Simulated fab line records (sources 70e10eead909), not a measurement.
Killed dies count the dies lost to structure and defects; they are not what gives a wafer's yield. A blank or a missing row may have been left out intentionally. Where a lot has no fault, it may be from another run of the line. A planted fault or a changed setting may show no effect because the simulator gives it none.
fab line records	flow nandHarc
record: lots: 24	wafers: 72	lastDay: 25
route steps=1159 shown A_STAIRCASE@664 A_SGD_CUT@760
lots that met no fault: taken from a fault-free run of the same line
startH: hours from the record's opening day to when the first of the lot's shown wafers began	waitH: hours since the lot's step before	" same as the row above	L1.1+2: a single row standing in for several wafers	- no value present, or no start provided	* or withheld: withheld	< > ~ a bound
route shown NAME@n: a module of which the file shows steps, and the number in the route of the first	usual: mean/standard deviation taken from wafers without a fault	same: alike in all rows	chamber/n: place in a boat	sites: readings site by site	_std_site: the values' standard deviation	_edge_site: outer sites' mean less inner sites'	radiusMm: for every site, how far away it sits from the centre of the wafer	mask NAME#n: copy n	behind: tool/chamber where the wafer was last shaped	hold: why the lot was held/for how many hours/how that ended	device: whichever transistor did not switch (one of n, p or np)	end of line: tests run on the same wafers once the route is complete	a step without rows: its recipe alone	killed: dies that structure and defects cost at the first sort, which is not the same as the wafer's yield	map: a wafer's dies, x killed, . not, _ none there
set.NAME: setting as actually run; set.NAME@STEP: the setting as run at that earlier step	model.NAME: the simulator's own value behind a step, which no gauge read
route steps across a sampled set of lots; one table per step, one row per wafer
services: from which hour (startH, from the record's first day; less than 0 if before it) a tool's chamber was out of use, for how many hours, and why
== steps ==
step: NHARC_A_STAIRCASE_DESCUM_291
recipe: timeS: 3	o2FlowSccm: 200	arFlowSccm: 0	biasPowerW: 0	chemistry: O2
usual: drypumpMotorCurrentA: 5.5/0.38	oesProductAu: 1.002/0.0075	rfVppV: 57.8/1	showerheadPlenumPTorr: 1.92/0.1	throttleValvePct: 11.312/0.0088
lot.wafer	tool	chamber	startH	waitH	drypumpMotorCurrentA	oesProductAu	rfHoursCounterH	rfVppV	showerheadPlenumPTorr	throttleValvePct
L074.3	rieDiel-10	0	241.84	-	5.2	1.015	21	58.0	1.81	11.314
L074.5	"	1	"	"	5.4	0.988	-	59.1	2.07	11.321
L074.6	"	2	"	"	6.1	1.013	-	58.7	2.02	11.313
L077.2	rieDiel-10	3	260.04	-	5.3	1.000	27	59.4	1.99	11.321
L077.3	"	2	"	"	6.1	1.010	24	58.8	2.02	11.316
L077.5	"	0	"	"	5.2	1.011	-	58.3	1.81	11.330
L075.3	rieDiel-10	0	260.60	-	5.2	1.012	28	58.2	1.81	11.317
L075.2	"	2	"	"	6.1	1.012	24	58.2	2.02	11.310
L075.5	"	0	"	"	5.2	1.013	-	57.2	1.81	11.309
L076.2	rieDiel-01	3	264.51	-	5.1	0.998	52	55.5	1.78	11.313
L076.5	"	3	"	"	5.0	0.998	-	57.5	1.78	11.322
L076.6	"	0	"	"	5.6	0.996	-	56.4	1.84	11.311
L078.3	rieDiel-05	1	279.87	-	6.0	0.998	34	56.9	1.90	11.310
L078.2	"	2	"	"	5.3	0.998	35	59.2	1.93	11.322
L078.6	"	3	"	"	5.0	1.014	-	56.6	1.87	11.321
L079.4	rieDiel-10	1	280.96	-	5.4	1.002	30	57.8	2.07	11.310
L079.1	"	0	"	"	5.2	1.007	33	57.2	1.81	11.303
L079.6	"	2	"	"	6.1	1.002	-	57.7	2.02	11.311
L080.2	rieDiel-01	3	297.10	-	5.0	1.003	62	56.8	1.78	11.316
L080.4	"	0	"	"	5.6	0.994	54	55.4	1.84	11.312
L080.5	"	0	"	"	5.6	1.003	-	55.5	1.84	11.310
L082.2	rieDiel-10	2	306.70	-	6.1	1.014	40	58.9	2.01	11.295
L082.3	"	3	"	"	5.3	1.001	43	57.3	1.99	11.297
L082.4	"	0	"	"	5.3	1.009	42	57.1	1.81	11.319
L081.4	rieDiel-05	0	309.45	-	6.1	0.996	52	56.3	1.76	11.305
L081.1	"	1	"	"	6.0	1.012	49	58.6	1.90	11.310
L081.6	"	3	"	"	5.0	1.003	-	58.5	1.87	11.322
L083.1	rieDiel-01	3	309.81	-	5.0	0.989	66	56.5	1.78	11.320
L083.2	"	0	"	"	5.6	0.998	58	56.9	1.83	11.316
L083.5	"	2	"	"	5.4	1.012	-	58.7	1.81	11.316
L084.4	rieDiel-05	1	318.10	-	6.0	0.990	52	57.4	1.90	11.294
L084.2	"	2	"	"	5.3	1.000	50	58.8	1.93	11.326
L084.1	"	0	"	"	6.0	0.996	55	57.6	1.76	11.312
L085.3	rieDiel-05	1	327.50	-	6.0	0.993	56	58.6	1.90	11.315
L085.1	"	3	"	"	5.0	0.993	47	57.2	1.87	11.312
L085.6	"	1	"	"	6.0	0.993	-	58.9	1.90	11.309
L088.4	rieDiel-05	2	332.43	-	5.3	1.010	57	56.4	1.92	11.311
L088.1	"	0	"	"	6.0	0.992	61	56.3	1.76	11.306
L088.2	"	1	"	"	6.0	0.998	58	57.4	1.89	11.297
L087.3	rieDiel-10	1	333.01	-	5.4	1.003	52	59.1	2.06	11.319
L087.1	"	3	"	"	5.3	0.998	53	58.8	1.98	11.299
L087.5	"	0	"	"	5.2	1.006	-	56.5	1.80	11.311
L086.3	rieDiel-10	2	341.26	-	6.1	1.011	56	58.3	2.01	11.325
L086.5	"	1	"	"	5.4	0.998	-	58.4	2.06	11.300
L086.6	"	2	"	"	6.1	1.011	-	58.3	2.01	11.311
L090.4	rieDiel-10	0	346.97	-	5.2	0.997	59	56.6	1.80	11.320
L090.1	"	2	"	"	6.1	0.999	58	58.4	2.01	11.310
L090.6	"	3	"	"	5.3	0.989	-	57.8	1.98	11.313
L089.2	rieDiel-01	1	347.43	-	6.0	0.991	9	58.1	1.99	11.312
L089.4	"	2	"	"	5.4	1.003	10	56.5	1.80	11.314
L089.5	"	0	"	"	5.5	1.001	-	57.3	1.83	11.315
L093.1	rieDiel-01	1	354.46	-	6.0	1.007	12	57.5	1.99	11.315
L093.4	"	3	"	"	5.0	1.004	15	58.7	2.07	11.323
L093.5	"	0	"	"	5.6	1.009	-	57.2	1.83	11.314
L091.3	rieDiel-01	2	357.60	-	5.4	1.005	16	57.4	1.80	11.302
L091.1	"	3	"	"	5.0	1.005	18	57.7	2.07	11.329
L091.2	"	0	"	"	5.6	0.995	16	56.5	1.83	11.315
L092.4	rieDiel-10	1	365.74	-	5.4	0.991	1	58.7	2.06	11.315
L092.3	"	2	"	"	6.1	1.014	1	58.6	2.01	11.315
L092.1	"	3	"	"	5.3	0.988	1	58.5	1.98	11.309
L094.2	rieDiel-05	1	374.50	-	6.0	0.995	10	56.9	1.89	11.297
L094.4	"	0	"	"	6.1	1.007	10	59.0	2.07	11.311
L094.6	"	2	"	"	5.3	1.014	-	57.8	1.92	11.304
L095.2	rieDiel-01	3	375.53	-	5.0	1.013	26	58.0	2.07	11.305
L095.6	"	3	"	"	5.0	1.014	-	59.7	2.07	11.306
L095.5	"	1	"	"	5.9	1.011	-	58.9	1.98	11.304
L097.2	rieDiel-05	3	381.86	-	5.0	0.997	14	57.3	1.86	11.308
L097.1	"	0	"	"	6.1	1.011	13	59.4	2.07	11.307
L097.5	"	2	"	"	5.3	1.008	-	57.9	1.92	11.313
L096.1	rieDiel-10	2	385.48	-	6.1	1.004	9	58.4	2.01	11.309
L096.6	"	0	"	"	5.2	0.998	-	56.3	1.80	11.324
L096.5	"	1	"	"	5.4	0.998	-	58.2	2.05	11.300
step: NHARC_A_STAIRCASE_DESCUM_312
recipe: timeS: 3	o2FlowSccm: 200	arFlowSccm: 0	biasPowerW: 0	chemistry: O2
usual: drypumpMotorCurrentA: 5.5/0.4	oesProductAu: 1.001/0.0078	rfVppV: 57.7/1	showerheadPlenumPTorr: 1.92/0.099	throttleValvePct: 11.311/0.0086
lot.wafer	tool	chamber	startH	waitH	drypumpMotorCurrentA	oesProductAu	rfHoursCounterH	rfVppV	showerheadPlenumPTorr	throttleValvePct
L074.3	rieDiel-01	3	248.76	-	5.1	1.008	45	57.7	1.78	11.314
L074.5	"	3	"	"	5.1	0.998	-	57.3	1.78	11.322
L074.6	"	0	"	"	5.6	0.992	-	57.9	1.84	11.319
L077.3	rieDiel-10	3	265.28	-	5.3	1.005	29	57.8	1.99	11.320
L077.2	"	2	"	"	6.1	1.010	26	57.8	2.02	11.309
L077.5	"	3	"	"	5.3	1.013	-	57.7	1.99	11.302
L075.2	rieDiel-05	1	266.27	-	6.0	0.994	32	59.0	1.90	11.306
L075.3	"	3	"	"	5.0	1.005	29	58.9	1.87	11.317
L075.5	"	2	"	"	5.3	1.008	-	57.7	1.93	11.333
L076.2	rieDiel-05	3	269.48	-	5.0	1.010	30	56.9	1.87	11.309
L076.5	"	0	"	"	6.1	0.995	-	58.2	1.77	11.327
L076.6	"	1	"	"	6.0	0.994	-	56.9	1.90	11.309
L078.2	rieDiel-05	2	286.53	-	5.3	1.003	37	58.2	1.93	11.300
L078.3	"	1	"	"	6.0	1.002	38	55.5	1.90	11.311
L078.6	"	3	"	"	5.0	1.006	-	57.7	1.87	11.310
L079.1	rieDiel-01	3	286.70	-	5.0	0.996	58	56.9	1.78	11.305
L079.4	"	0	"	"	5.5	0.996	50	57.1	1.84	11.322
L079.6	"	2	"	"	5.4	0.994	-	56.4	1.81	11.324
L080.2	rieDiel-01	3	308.07	-	5.0	0.998	65	56.3	1.78	11.313
L080.4	"	0	"	"	5.6	0.999	57	57.2	1.84	11.296
L080.5	"	3	"	"	5.1	0.999	-	56.6	1.78	11.308
L082.3	rieDiel-05	3	314.75	-	5.0	0.994	41	57.9	1.87	11.310
L082.2	"	0	"	"	6.1	0.995	53	56.7	1.76	11.313
L082.4	"	1	"	"	6.0	0.995	50	57.3	1.90	11.311
L081.4	rieDiel-05	0	316.40	-	6.1	1.000	54	55.2	1.76	11.318
L081.1	"	2	"	"	5.3	1.008	49	59.4	1.93	11.309
L081.6	"	0	"	"	6.0	0.995	-	57.1	1.76	11.307
L083.2	rieDiel-10	1	316.69	-	5.4	0.998	46	59.9	2.06	11.329
L083.1	"	0	"	"	5.2	1.007	47	56.6	1.81	11.322
L083.5	"	2	"	"	6.1	1.003	-	57.9	2.01	11.310
L084.2	rieDiel-10	3	323.69	-	5.3	1.007	51	58.5	1.98	11.305
L084.1	"	0	"	"	5.3	0.995	51	57.4	1.80	11.311
L084.4	"	1	"	"	5.5	0.990	49	58.9	2.06	11.298
L085.3	rieDiel-05	0	332.88	-	6.1	0.979	61	55.8	1.76	11.319
L085.1	"	1	"	"	6.0	0.997	58	57.3	1.89	11.314
L085.6	"	1	"	"	6.0	0.982	-	57.2	1.89	11.308
L088.2	rieDiel-10	0	339.37	-	5.2	1.000	56	55.6	1.80	11.322
L088.4	"	1	"	"	5.4	0.994	55	59.9	2.06	11.318
L088.1	"	2	"	"	6.1	1.001	54	57.7	2.01	11.306
L087.1	rieDiel-01	1	339.56	-	6.0	1.007	6	57.6	1.99	11.295
L087.3	"	2	"	"	5.4	1.002	7	57.0	1.80	11.309
L087.5	"	1	"	"	6.0	1.013	-	58.4	1.99	11.322
L086.3	rieDiel-10	0	347.06	-	5.2	0.998	59	57.6	1.80	11.304
L086.6	"	2	"	"	6.1	0.996	-	57.0	2.01	11.306
L086.5	"	3	"	"	5.3	0.997	-	60.0	1.98	11.321
L090.4	rieDiel-10	1	352.57	-	5.4	1.008	60	58.6	2.06	11.312
L090.1	"	3	"	"	5.3	0.997	62	59.3	1.98	11.305
L090.6	"	2	"	"	6.1	1.016	-	58.5	2.01	11.303
L089.4	rieDiel-05	3	353.74	-	5.0	0.993	1	57.6	1.87	11.293
L089.2	"	0	"	"	6.0	0.993	1	57.5	2.08	11.302
L089.5	"	2	"	"	5.3	0.995	-	56.5	1.92	11.330
L093.1	rieDiel-05	0	362.30	-	6.0	1.008	6	59.8	2.07	11.312
L093.4	"	1	"	"	6.0	0.995	6	58.6	1.89	11.293
L093.5	"	0	"	"	6.1	0.998	-	58.5	2.07	11.313
L091.1	rieDiel-01	3	367.57	-	5.0	0.996	22	57.8	2.07	11.302
L091.3	"	0	"	"	5.6	1.013	21	56.6	1.83	11.320
L091.2	"	1	"	"	6.0	0.999	19	58.5	1.98	11.321
L092.3	rieDiel-10	3	370.83	-	5.3	0.999	3	56.5	1.98	11.309
L092.4	"	0	"	"	5.2	1.006	3	58.1	1.80	11.297
L092.1	"	2	"	"	6.1	1.010	3	57.6	2.01	11.325
L094.2	rieDiel-01	0	381.43	-	5.6	1.005	28	57.6	1.83	11.311
L094.6	"	3	"	"	5.0	0.992	-	59.8	2.07	11.324
L094.4	"	1	"	"	6.0	1.003	-	58.6	1.98	11.317
L095.2	rieDiel-01	1	383.41	-	6.0	0.992	27	57.4	1.98	11.294
L095.6	"	0	"	"	5.6	1.011	-	57.4	1.82	11.300
L095.5	"	3	"	"	5.0	1.002	-	58.7	2.07	11.308
L097.1	rieDiel-05	3	387.06	-	5.0	0.998	15	57.7	1.86	11.312
L097.2	"	2	"	"	5.3	1.010	15	56.5	1.92	11.300
L097.5	"	0	"	"	6.0	0.994	-	59.4	2.07	11.313
L096.1	rieDiel-01	3	390.83	-	5.0	1.004	32	58.2	2.07	11.312
L096.6	"	3	"	"	5.1	1.013	-	59.3	2.07	11.304
L096.5	"	0	"	"	5.5	1.007	-	56.6	1.83	11.301
step: NHARC_A_STAIRCASE_DEP_417
recipe: targetThkA: 600	stepCoveragePct: 20	tempC: 400	targetThkNm: 60	flowSccm: 200	rfW: 450	material: Si3N4
usual: heaterPowerW: 703/78
lot.wafer	tool	chamber	startH	waitH	heaterPowerW
L074.3	pecvd-03	1	255.18	-	713
L074.5	"	1	"	"	721
L074.6	"	2	"	"	581
L077.2	pecvd-03	2	269.42	-	559
L077.3	"	0	"	"	708
L077.5	"	0	"	"	694
L075.3	pecvd-04	2	270.42	-	743
L075.2	"	0	"	"	772
L075.5	"	1	"	"	725
L076.2	pecvd-03	2	273.57	-	640
L076.5	"	2	"	"	658
L076.6	"	1	"	"	808
L078.2	pecvd-03	0	290.84	-	720
L078.3	"	1	"	"	808
L078.6	"	2	"	"	626
L079.1	pecvd-01	1	293.62	-	601
L079.4	"	2	"	"	612
L079.6	"	0	"	"	819
L080.2	pecvd-01	1	312.22	-	661
L080.5	"	2	"	"	715
L080.4	"	0	"	"	880
L082.2	pecvd-01	2	319.41	-	618
L082.3	"	0	"	"	889
L082.4	"	0	"	"	848
L081.1	pecvd-03	2	320.85	-	622
L081.6	"	0	"	"	706
L081.4	"	2	"	"	624
L083.1	pecvd-03	2	321.61	-	625
L083.2	"	1	"	"	714
L083.5	"	0	"	"	655
L084.1	pecvd-04	0	328.94	-	651
L084.2	"	2	"	"	772
L084.4	"	1	"	"	732
L085.3	pecvd-03	2	340.15	-	645
L085.1	"	0	"	"	708
L085.6	"	0	"	"	730
L087.3	pecvd-03	2	343.91	-	638
L087.1	"	0	"	"	702
L087.5	"	1	"	"	754
L088.1	pecvd-04	2	344.08	-	804
L088.2	"	1	"	"	735
L088.4	"	1	"	"	746
L086.3	pecvd-04	0	352.44	-	799
L086.5	"	0	"	"	803
L086.6	"	1	"	"	688
L090.1	pecvd-04	1	356.86	-	791
L090.4	"	1	"	"	788
L090.6	"	0	"	"	777
L089.2	pecvd-03	2	362.11	-	655
L089.4	"	2	"	"	535
L089.5	"	0	"	"	683
L093.1	pecvd-01	1	366.62	-	680
L093.5	"	2	"	"	687
L093.4	"	1	"	"	688
L091.2	pecvd-03	1	371.89	-	678
L091.1	"	2	"	"	610
L091.3	"	0	"	"	735
L092.1	pecvd-03	0	375.08	-	644
L092.3	"	1	"	"	768
L092.4	"	2	"	"	624
L094.2	pecvd-03	2	385.85	-	597
L094.4	"	0	"	"	604
L094.6	"	2	"	"	598
L095.2	pecvd-01	2	387.82	-	600
L095.6	"	1	"	"	745
L095.5	"	0	"	"	871
L097.2	pecvd-03	2	391.68	-	614
L097.1	"	0	"	"	714
L097.5	"	0	"	"	725
L096.1	pecvd-03	2	395.43	-	534
L096.6	"	1	"	"	712
L096.5	"	2	"	"	539
step: NHARC_A_STAIRCASE_DESCUM_443
recipe: timeS: 3	o2FlowSccm: 200	arFlowSccm: 0	biasPowerW: 0	chemistry: O2
usual: drypumpMotorCurrentA: 5.5/0.4	oesProductAu: 1.001/0.007	rfVppV: 57.8/0.86	showerheadPlenumPTorr: 1.93/0.096	throttleValvePct: 11.312/0.0082
lot.wafer	tool	chamber	startH	waitH	drypumpMotorCurrentA	oesProductAu	rfHoursCounterH	rfVppV	showerheadPlenumPTorr	throttleValvePct
L074.3	rieDiel-05	1	291.42	-	6.0	1.002	41	56.7	1.90	11.312
L074.5	"	3	"	"	5.0	1.015	-	57.3	1.87	11.316
L074.6	"	0	"	"	6.1	0.994	-	56.3	1.77	11.311
L077.2	rieDiel-05	2	306.05	-	5.3	1.003	45	57.1	1.93	11.311
L077.3	"	1	"	"	6.0	1.003	47	57.5	1.90	11.325
L077.5	"	0	"	"	6.1	1.009	-	57.8	1.76	11.303
L075.2	rieDiel-01	0	306.25	-	5.6	0.994	56	56.8	1.84	11.328
L075.3	"	1	"	"	6.0	0.992	63	58.3	1.99	11.313
L075.5	"	0	"	"	5.6	1.003	-	57.9	1.84	11.298
L076.2	rieDiel-10	3	310.18	-	5.3	1.007	44	59.4	1.99	11.325
L076.6	"	3	"	"	5.3	1.007	-	57.7	1.99	11.303
L076.5	"	0	"	"	5.2	1.011	-	57.8	1.81	11.314
L078.3	rieDiel-01	0	328.07	-	5.6	1.014	2	58.0	1.83	11.341
L078.2	"	3	"	"	5.0	1.009	2	58.5	2.08	11.320
L078.6	"	0	"	"	5.5	1.005	-	57.3	1.83	11.310
L079.1	rieDiel-01	1	332.10	-	6.0	1.003	4	56.9	1.99	11.325
L079.4	"	0	"	"	5.6	0.997	5	57.4	1.83	11.322
L079.6	"	1	"	"	6.0	0.995	-	58.4	1.99	11.319
L080.2	rieDiel-05	3	354.23	-	5.0	0.995	1	57.1	1.87	11.319
L080.4	"	1	"	"	6.0	0.991	1	57.6	1.89	11.319
L080.5	"	3	"	"	5.0	0.997	-	57.6	1.87	11.309
L081.1	rieDiel-05	2	354.31	-	5.3	0.996	1	58.7	1.92	11.310
L081.4	"	0	"	"	6.1	0.998	1	58.1	2.08	11.294
L081.6	"	1	"	"	6.0	1.001	-	57.6	1.89	11.304
L082.3	rieDiel-05	1	354.36	-	6.0	0.998	1	57.7	1.89	11.317
L082.2	"	2	"	"	5.4	0.996	1	57.9	1.92	11.299
L082.4	"	3	"	"	5.0	0.996	1	57.9	1.87	11.309
L083.1	rieDiel-01	1	354.37	-	6.0	1.001	12	57.1	1.99	11.328
L083.2	"	3	"	"	5.0	1.004	15	57.7	2.07	11.318
L083.5	"	2	"	"	5.4	1.004	-	56.6	1.80	11.312
L084.1	rieDiel-05	3	366.10	-	5.0	0.992	9	57.2	1.86	11.313
L084.4	"	0	"	"	6.0	0.999	8	58.3	2.07	11.308
L084.2	"	1	"	"	6.0	0.990	8	56.9	1.89	11.317
L087.3	rieDiel-10	1	375.55	-	5.4	0.993	4	58.0	2.05	11.318
L087.1	"	2	"	"	6.1	1.001	4	58.5	2.01	11.310
L087.5	"	3	"	"	5.3	1.002	-	58.5	1.98	11.297
L088.1	rieDiel-10	3	375.59	-	5.3	1.010	4	58.4	1.98	11.310
L088.2	"	0	"	"	5.2	1.011	4	58.7	1.80	11.316
L088.4	"	2	"	"	6.1	1.005	4	58.1	2.01	11.308
L085.1	rieDiel-01	1	375.61	-	6.0	1.007	22	59.6	1.98	11.314
L085.3	"	3	"	"	5.0	1.010	26	58.5	2.07	11.307
L085.6	"	0	"	"	5.6	1.022	-	56.6	1.83	11.308
L086.3	rieDiel-05	0	390.67	-	6.1	0.999	13	57.6	2.07	11.302
L086.5	"	1	"	"	6.0	0.988	-	57.1	1.89	11.318
L086.6	"	2	"	"	5.3	1.005	-	57.5	1.92	11.300
L090.1	rieDiel-10	0	390.82	-	5.2	1.001	8	57.6	1.80	11.329
L090.4	"	1	"	"	5.4	0.991	10	57.6	2.05	11.307
L090.6	"	2	"	"	6.1	1.001	-	55.6	2.00	11.316
L089.2	rieDiel-01	3	399.66	-	5.0	1.008	34	59.3	2.07	11.324
L089.4	"	0	"	"	5.6	1.003	32	56.6	1.82	11.307
L089.5	"	2	"	"	5.4	1.008	-	56.7	1.80	11.316
L093.1	rieDiel-01	0	403.64	-	5.6	1.004	35	57.7	1.82	11.311
L093.4	"	3	"	"	5.1	0.998	-	59.6	2.06	11.311
L093.5	"	0	"	"	5.6	0.999	-	56.8	1.82	11.305
L091.2	rieDiel-05	2	410.95	-	5.3	1.006	22	57.4	1.91	11.311
L091.3	"	3	"	"	5.0	0.990	23	57.5	1.86	11.311
L091.1	"	0	"	"	6.1	1.006	21	57.2	2.07	11.323
L092.3	rieDiel-01	3	411.10	-	5.0	1.008	40	57.9	2.06	11.304
L092.4	"	1	"	"	5.9	1.001	37	57.1	1.98	11.306
L092.1	"	2	"	"	5.4	0.994	25	57.5	1.80	11.318
L094.2	rieDiel-01	1	431.28	-	6.0	0.996	44	59.6	1.98	11.324
L094.4	"	2	"	"	5.4	1.003	32	57.6	1.80	11.324
L094.6	"	3	"	"	5.0	1.008	-	59.3	2.06	11.300
L097.1	rieDiel-10	2	431.42	-	6.1	0.998	22	58.0	2.00	11.324
L097.2	"	0	"	"	5.2	1.001	19	58.4	1.79	11.301
L097.5	"	3	"	"	5.3	0.998	-	57.0	1.97	11.313
L095.2	rieDiel-05	0	431.68	-	6.1	0.998	28	58.8	2.07	11.303
L095.6	"	2	"	"	5.3	1.009	-	58.4	1.91	11.310
L095.5	"	3	"	"	5.0	1.000	-	57.2	1.86	11.313
L096.1	rieDiel-10	1	435.57	-	5.4	1.005	24	57.3	2.05	11.315
L096.5	"	2	"	"	6.1	1.009	-	58.8	2.00	11.318
L096.6	"	3	"	"	5.3	0.996	-	58.5	1.97	11.308
step: NHARC_A_STAIRCASE_INSPECT_155
usual: rawDefectCount: 383/120
lot.wafer	tool	chamber	startH	waitH	rawDefectCount
L074.3	defectInspect-02	-	296.74	0.1	429
L074.5	"	-	"	"	520
L074.6	"	-	"	"	531
L075.2	defectInspect-01	-	311.20	0.1	275
L075.3	"	-	"	"	255
L075.5	"	-	"	"	351
L077.2	defectInspect-01	-	311.55	0.1	384
L077.3	"	-	"	"	284
L077.5	"	-	"	"	557
L076.2	defectInspect-01	-	315.33	0.1	460
L076.5	"	-	"	"	212
L076.6	"	-	"	"	154
L078.2	defectInspect-02	-	333.01	0.1	494
L078.3	"	-	"	"	329
L078.6	"	-	"	"	287
L079.1	defectInspect-01	-	337.05	0.1	271
L079.4	"	-	"	"	308
L079.6	"	-	"	"	273
L080.2	defectInspect-01	-	360.09	0.1	293
L080.4	"	-	"	"	266
L080.5	"	-	"	"	395
L083.1	defectInspect-01	-	360.15	0.1	272
L083.2	"	-	"	"	332
L083.5	"	-	"	"	557
L081.1	defectInspect-02	-	360.95	0.1	697
L081.4	"	-	"	"	342
L081.6	"	-	"	"	403
L082.2	defectInspect-01	-	362.47	0.1	274
L082.3	"	-	"	"	330
L082.4	"	-	"	"	424
L084.1	defectInspect-02	-	372.79	0.1	356
L084.2	"	-	"	"	256
L084.4	"	-	"	"	360
L087.1	defectInspect-02	-	380.87	0.1	271
L087.3	"	-	"	"	273
L087.5	"	-	"	"	261
L085.1	defectInspect-02	-	381.30	0.1	346
L085.3	"	-	"	"	585
L085.6	"	-	"	"	395
L088.1	defectInspect-01	-	382.02	0.1	305
L088.2	"	-	"	"	432
L088.4	"	-	"	"	395
L086.3	defectInspect-01	-	395.61	0.1	452
L086.5	"	-	"	"	530
L086.6	"	-	"	"	786
L090.1	defectInspect-01	-	395.79	0.1	206
L090.4	"	-	"	"	350
L090.6	"	-	"	"	321
L089.2	defectInspect-01	-	405.26	0.1	426
L089.4	"	-	"	"	340
L089.5	"	-	"	"	279
L093.1	defectInspect-02	-	409.17	0.1	431
L093.4	"	-	"	"	331
L093.5	"	-	"	"	261
L091.1	defectInspect-01	-	415.91	0.1	504
L091.2	"	-	"	"	237
L091.3	"	-	"	"	669
L092.1	defectInspect-01	-	416.19	0.1	241
L092.3	"	-	"	"	236
L092.4	"	-	"	"	344
L094.2	defectInspect-01	-	437.06	0.1	302
L094.4	"	-	"	"	369
L094.6	"	-	"	"	357
L097.1	defectInspect-01	-	437.16	0.1	268
L097.2	"	-	"	"	262
L097.5	"	-	"	"	469
L095.2	defectInspect-02	-	437.34	0.1	784
L095.5	"	-	"	"	478
L095.6	"	-	"	"	761
L096.1	defectInspect-02	-	441.00	0.1	351
L096.5	"	-	"	"	229
L096.6	"	-	"	"	440
step: NHARC_A_SGD_CUT_INSPECT_11
usual: rawDefectCount: 18/11
lot.wafer	tool	chamber	startH	waitH	rawDefectCount
L074.3	defectInspect-01	-	297.65	0.0	7
L074.5	"	-	"	"	2
L074.6	"	-	"	"	3
L075.2	defectInspect-01	-	312.00	0.0	5
L075.3	"	-	"	"	5
L075.5	"	-	"	"	11
L077.2	defectInspect-01	-	312.35	0.0	17
L077.3	"	-	"	"	14
L077.5	"	-	"	"	25
L076.2	defectInspect-02	-	316.12	0.0	6
L076.5	"	-	"	"	6
L076.6	"	-	"	"	6
L078.2	defectInspect-01	-	333.79	0.0	27
L078.3	"	-	"	"	30
L078.6	"	-	"	"	18
L079.1	defectInspect-01	-	337.96	0.0	7
L079.4	"	-	"	"	4
L079.6	"	-	"	"	8
L080.2	defectInspect-01	-	361.00	0.0	18
L080.4	"	-	"	"	30
L080.5	"	-	"	"	26
L083.1	defectInspect-02	-	361.15	0.0	10
L083.2	"	-	"	"	11
L083.5	"	-	"	"	10
L081.1	defectInspect-01	-	361.95	0.0	21
L081.4	"	-	"	"	23
L081.6	"	-	"	"	18
L082.2	defectInspect-02	-	363.47	0.0	10
L082.3	"	-	"	"	15
L082.4	"	-	"	"	19
L084.1	defectInspect-02	-	373.70	0.0	23
L084.2	"	-	"	"	25
L084.4	"	-	"	"	25
L087.1	defectInspect-01	-	381.79	0.0	31
L087.3	"	-	"	"	17
L087.5	"	-	"	"	31
L085.1	defectInspect-01	-	382.23	0.1	8
L085.3	"	-	"	"	13
L085.6	"	-	"	"	7
L088.1	defectInspect-01	-	382.81	0.0	33
L088.2	"	-	"	"	18
L088.4	"	-	"	"	28
L086.3	defectInspect-01	-	396.54	0.0	30
L086.5	"	-	"	"	34
L086.6	"	-	"	"	44
L090.1	defectInspect-02	-	396.70	0.0	40
L090.4	"	-	"	"	37
L090.6	"	-	"	"	36
L089.2	defectInspect-01	-	406.05	0.0	14
L089.4	"	-	"	"	7
L089.5	"	-	"	"	16
L093.1	defectInspect-01	-	409.96	0.0	16
L093.4	"	-	"	"	9
L093.5	"	-	"	"	11
L091.1	defectInspect-02	-	416.69	0.0	37
L091.2	"	-	"	"	26
L091.3	"	-	"	"	21
L092.1	defectInspect-02	-	417.10	0.0	19
L092.3	"	-	"	"	9
L092.4	"	-	"	"	17
L094.2	defectInspect-01	-	437.98	0.0	12
L094.4	"	-	"	"	9
L094.6	"	-	"	"	12
L097.1	defectInspect-01	-	438.13	0.0	8
L097.2	"	-	"	"	6
L097.5	"	-	"	"	11
L095.2	defectInspect-01	-	438.29	0.0	42
L095.5	"	-	"	"	41
L095.6	"	-	"	"	35
L096.1	defectInspect-01	-	442.00	0.0	8
L096.5	"	-	"	"	11
L096.6	"	-	"	"	16
== services ==
tool	chamber	startH	hours	kind
rieDiel-05	0	222.88	-	clean
rieDiel-05	1	222.88	-	clean
rieDiel-05	2	222.88	-	clean
rieDiel-05	3	222.88	-	clean
pecvd-01	-	237.00	13.0	pm
rieDiel-05	3	238.27	3.0	repair
pecvd-03	-	247.01	0.8	repair
rieDiel-05	0	247.88	-	clean
rieDiel-05	1	247.88	-	clean
rieDiel-05	2	247.88	-	clean
rieDiel-05	3	247.88	-	clean
rieDiel-05	0	272.38	-	clean
rieDiel-05	1	272.38	-	clean
rieDiel-05	2	272.38	-	clean
rieDiel-05	3	272.38	-	clean
pecvd-03	-	300.46	13.0	pm
rieDiel-01	-	315.10	9.0	pm
rieDiel-05	-	340.75	9.0	pm
rieDiel-10	-	353.50	9.0	pm
pecvd-03	-	362.39	0.9	repair
rieDiel-01	2	370.60	14.2	repair
pecvd-04	-	376.82	13.0	pm
pecvd-01	-	418.00	13.0	pm
rieDiel-10	2	423.51	3.3	repair
== key ==
fault none
